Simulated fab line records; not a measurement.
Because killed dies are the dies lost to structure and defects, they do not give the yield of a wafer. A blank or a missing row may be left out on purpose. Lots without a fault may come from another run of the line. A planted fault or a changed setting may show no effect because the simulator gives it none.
A lot that was struck, set against a sound lot | flow nandHarc | 37 steps out of a route of 1159
Sound: these wafers, L804.3, L804.4, L804.6. Wafers L815.2, L815.4, L815.5 were the ones struck. The cause comes at the end.
Order at every step that has rows: each side's tool, ch and its chambers, its first start. Under that, the readings that differ: sound wafers | struck wafers | difference of the means | sigmas: that difference in standard deviations of wafers without a fault.
alike: readings with means less than 2 such deviations apart, plus words and numbers identical on both sides. not compared: withheld readings, readings lacking a value on some wafer, bounds such as >300 that could conceal the same value, and numbers that have no deviation in the record and whose values overlap.
The two part at a step that has a row with sigmas, a row that says differs or no value, or rows on one side only. Numbers that have no deviation but don't overlap get no sigmas and don't part them. A reading that every wafer of one side lacks parts them only if that side has two wafers or more.

first, 10 steps without rows for these wafers: NHARC_A_STAIRCASE_EXPOSE_438 (exposes mask STAIR REV); NHARC_A_STAIRCASE_PEB_439 (peb time 130 s); NHARC_A_STAIRCASE_DEVELOP_440 (time 140 s); NHARC_A_STAIRCASE_HARDBAKE_442 (time 140 s); NHARC_A_STAIRCASE_DESCUM_443 (chemistry O2, time 3 s); NHARC_A_STAIRCASE_ETCH_444 (etches the open film in C4F8/O2, target depth 10200 nm, time 3400 s); NHARC_A_STAIRCASE_STRIP_446 (strips in O2); NHARC_A_STAIRCASE_STRIP_447 (strips in SPM, time 900 s); NHARC_A_STAIRCASE_PRECLEAN_448 (cleans in SC1); NHARC_A_STAIRCASE_SRD_449.
NHARC_A_STAIRCASE_CMP_450: polishes SiO2, target thk 200 nm.
  sound on cmp-04 ch 0,1,2, day 14 06:25; struck on cmp-04 ch 0,2,3, day 16 16:59
  alike: motorCurrentA
  not compared: padLifeWafers
NHARC_A_STAIRCASE_CMP_152: polishes.
  sound on cmp-04 ch 0,1,2, day 14 06:29; struck on cmp-04 ch 0,2,3, day 16 17:04
  alike: motorCurrentA
  not compared: padLifeWafers
then, 2 steps without rows for these wafers: NHARC_A_STAIRCASE_SRD_154; NHARC_A_STAIRCASE_ETCH_403 (etches SiO2 in dHF, target depth 108.2 nm).
NHARC_A_STAIRCASE_ETCHBACK_422: etches the open film in CH3F/O2, target depth 40 nm, time 74.286 s.
  sound on rieDiel-10 ch 0,3, day 14 06:56; struck on rieDiel-12 ch 1,3, day 16 17:32
reading    | sound             | struck            | difference | sigmas
rfVppV (V) | 246.3 243.9 246.2 | 242.1 243.2 240.4 | -3.6       | -2
  alike: drypumpMotorCurrentA, o2FlowSccm, oesProductAu, showerheadPlenumPTorr, throttleValvePct
  not compared: rfHoursCounterH
then, 1 step without rows for these wafers: NHARC_A_STAIRCASE_ETCH_423 (etches SiO2 in dHF, target depth 30 nm).
NHARC_A_STAIRCASE_ETCHBACK_157: etches the open film in CH3F/O2, target depth 90 nm, time 167.14 s.
  sound on rieDiel-10 ch 0,2, day 14 07:17; struck on rieDiel-11 ch 0,1, day 16 17:53
  alike: drypumpMotorCurrentA, o2FlowSccm, oesProductAu, rfVppV, showerheadPlenumPTorr, throttleValvePct
  not compared: rfHoursCounterH
NHARC_A_STAIRCASE_STRIP_475: strips in O2, time 20 s.
  sound: rieDiel-10 ch 1,2; struck: rieDiel-11 ch 0,2
  alike: drypumpMotorCurrentA, o2FlowSccm, oesProductAu, rfVppV, showerheadPlenumPTorr, throttleValvePct
  not compared: rfHoursCounterH
then, 14 steps without rows for these wafers: NHARC_A_STAIRCASE_DEP_471 (deposits SiO2, target thk 100 nm); NHARC_A_STAIRCASE_CMP_472 (polishes SiO2); NHARC_A_STAIRCASE_SRD_474; NHARC_A_SGD_CUT_DEP_00 (deposits SiNx, target thk 50 nm); NHARC_A_SGD_CUT_DEHYDRATE_01 (time 120 s); NHARC_A_SGD_CUT_HMDS_02 (time 30 s); NHARC_A_SGD_CUT_COAT_56 (time 75 s); NHARC_A_SGD_CUT_COAT_57 (time 65 s); NHARC_A_SGD_CUT_COAT_03 (resist thk 90 nm); NHARC_A_SGD_CUT_SOFTBAKE_04 (time 55 s); NHARC_A_SGD_CUT_EBR_05; NHARC_A_SGD_CUT_EXPOSE_06 (exposes mask SGD); NHARC_A_SGD_CUT_PEB_07 (peb time 65 s); NHARC_A_SGD_CUT_DEVELOP_08 (develop time 35 s).
NHARC_A_SGD_CUT_CD_MEAS_09: the cd target is 100 nm.
  sound on cdSem-02 ch 0, day 14 08:53; struck on cdSem-02 ch 0, day 16 19:34
  alike: cdNm
NHARC_A_SGD_CUT_OVL_MEAS_10:
  sound: overlay-01 at day 14 08:59; struck: overlay-02 at day 16 19:39
  alike: overlayXNm, overlayYNm
NHARC_A_SGD_CUT_DESCUM_14: chemistry O2, time 3 s.
  sound on rieDiel-13 ch 0,1,3, day 14 09:04; struck on rieDiel-02 ch 1,2,3, day 16 19:45
  alike: drypumpMotorCurrentA, o2FlowSccm, oesProductAu, rfVppV, showerheadPlenumPTorr, throttleValvePct
  not compared: rfHoursCounterH
then, 1 step without rows for these wafers: NHARC_A_SGD_CUT_ETCH_58 (etches the open film in CF4, target depth 39 nm, time 65 s).
-- record jumps: 5 days between struck wafers' starts before vs after; left off in module A_SGD_CUT, resumes in module END, first step shown is number 1159 of the route --
NHARC_END_SORT_01:
  only the struck wafers appear in the record here, on prober-01 ch 0 at day 21 19:19; the sound ones have no rows

## WHERE THEY PART
First at NHARC_A_STAIRCASE_ETCHBACK_422; last, within this record, at NHARC_END_SORT_01.

WHY: what had been put in by the simulator
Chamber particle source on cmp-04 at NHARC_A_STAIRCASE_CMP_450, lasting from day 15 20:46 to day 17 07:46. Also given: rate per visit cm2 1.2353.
